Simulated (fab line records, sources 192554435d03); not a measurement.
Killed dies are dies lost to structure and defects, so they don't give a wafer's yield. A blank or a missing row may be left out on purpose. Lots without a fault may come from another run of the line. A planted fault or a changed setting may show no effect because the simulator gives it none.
Which tool did it? | flow n5_finfet | 9 lots, 27 wafers sampled, at 4 steps of a route of 1938

WHAT THE GAUGES READ, wafer by wafer
N5_STI_FIN_REVEAL_FIN_H_MEAS_10.
lot  | measured    | on     | trench_depth_nm (nm)
L962 | day 4 19:54 | ocd-02 | 48.8 48.7 47.6
L963 | day 5 04:53 | ocd-02 | 47.7 48.3 48.2
L964 | day 5 07:46 | ocd-01 | 48.2 49.3 48.8
L965 | day 5 13:22 | ocd-02 | 51.2 51.7 52.0
L968 | day 6 06:59 | ocd-01 | 52.6 52.0 51.3
L971 | day 7 00:59 | ocd-01 | 52.6 52.1 52.5
L972 | day 7 07:37 | ocd-02 | 52.3 52.9 52.5
L974 | day 7 20:28 | ocd-01 | 52.1 50.7 50.2
L976 | day 8 08:01 | ocd-02 | 51.4 52.1 51.6

WHICH TOOL RAN EACH LOT (tool, then ch and the chambers of the sampled wafers, then the start)
lot  | N5_FIN_CUT_CUT_ETCH_15          | N5_STI_FIN_REVEAL_ALD_00         | N5_STI_FIN_REVEAL_STRIP_35
L962 | rie_si-05 ch 0,3, day 4 10:50   | ald_sin-03 ch 1,2, day 4 11:19   | wet_bench-03 ch 3,4,5, day 4 19:39
L963 | rie_si-05 ch 0,2, day 4 18:53   | ald_sin-04 ch 0,2,3, day 4 20:15 | wet_bench-04 ch 0,3,6, day 5 04:37
L964 | rie_si-02 ch 1,3, day 4 22:05   | ald_sin-04 ch 0,1,2, day 4 22:24 | wet_bench-02 ch 0,3,7, day 5 07:31
L965 | rie_si-02 ch 1,2,3, day 5 03:43 | ald_sin-03 ch 0,2, day 5 04:41   | wet_bench-03 ch 2,5,7, day 5 13:07
L968 | rie_si-02 ch 0,2,3, day 5 21:52 | ald_sin-01 ch 0,1, day 5 22:22   | wet_bench-04 ch 0,1,5, day 6 06:43
L971 | rie_si-02 ch 0,1,2, day 6 16:00 | ald_sin-01 ch 1,3, day 6 16:19   | wet_bench-02 ch 5,6,7, day 7 00:44
L972 | rie_si-05 ch 0,1,3, day 6 22:13 | ald_sin-01 ch 0,1,3, day 6 22:47 | wet_bench-04 ch 0,5,6, day 7 07:22
L974 | rie_si-06 ch 1,3, day 7 10:56   | ald_sin-03 ch 1,2,3, day 7 11:26 | wet_bench-03 ch 1,4,7, day 7 20:13
L976 | rie_si-02 ch 0,3, day 7 22:19   | ald_sin-01 ch 2,3, day 7 22:50   | wet_bench-03 ch 0,2,5, day 8 07:46
- N5_FIN_CUT_CUT_ETCH_15: etches Si in HBr/Cl2/O2, target depth 100 nm, bt time 10 s, time 42.4 s.
- N5_STI_FIN_REVEAL_ALD_00: deposits SiO2, target thk 1 nm, pulse time 1 s.
- N5_STI_FIN_REVEAL_STRIP_35: strips Si3N4 in H3PO4, target depth 4 nm, time 39 s.

THE ANSWER, worked out from the rows above alone
Rule: what is usual is taken from the lots themselves. Put in order of their means at a reading, lots are off if they are a third of the lots or fewer, leave a main group of 4 or more, and stand apart from it by a gap of 3 or more times the standard deviation of the main group's means; of several such gaps the widest counts. A main group whose means are all the same, to the digits that the tables above print for the reading, isn't used. A lot without any number at a reading at which 4 lots or more have one is off too. The other lots that the step has rows for count as sound.
Off: L962, L963, L964, at N5_STI_FIN_REVEAL_FIN_H_MEAS_10 (trench_depth_nm). The main group: mean 51.9 nm, standard deviation 0.52.
A tool fits if, at a process step before that reading, it ran every lot that is off, and no sound lot after the first of them. The gauges at N5_STI_FIN_REVEAL_FIN_H_MEAS_10 are tried like those tools. None of those tried fits.

WHAT THE SIMULATOR HAD PUT IN
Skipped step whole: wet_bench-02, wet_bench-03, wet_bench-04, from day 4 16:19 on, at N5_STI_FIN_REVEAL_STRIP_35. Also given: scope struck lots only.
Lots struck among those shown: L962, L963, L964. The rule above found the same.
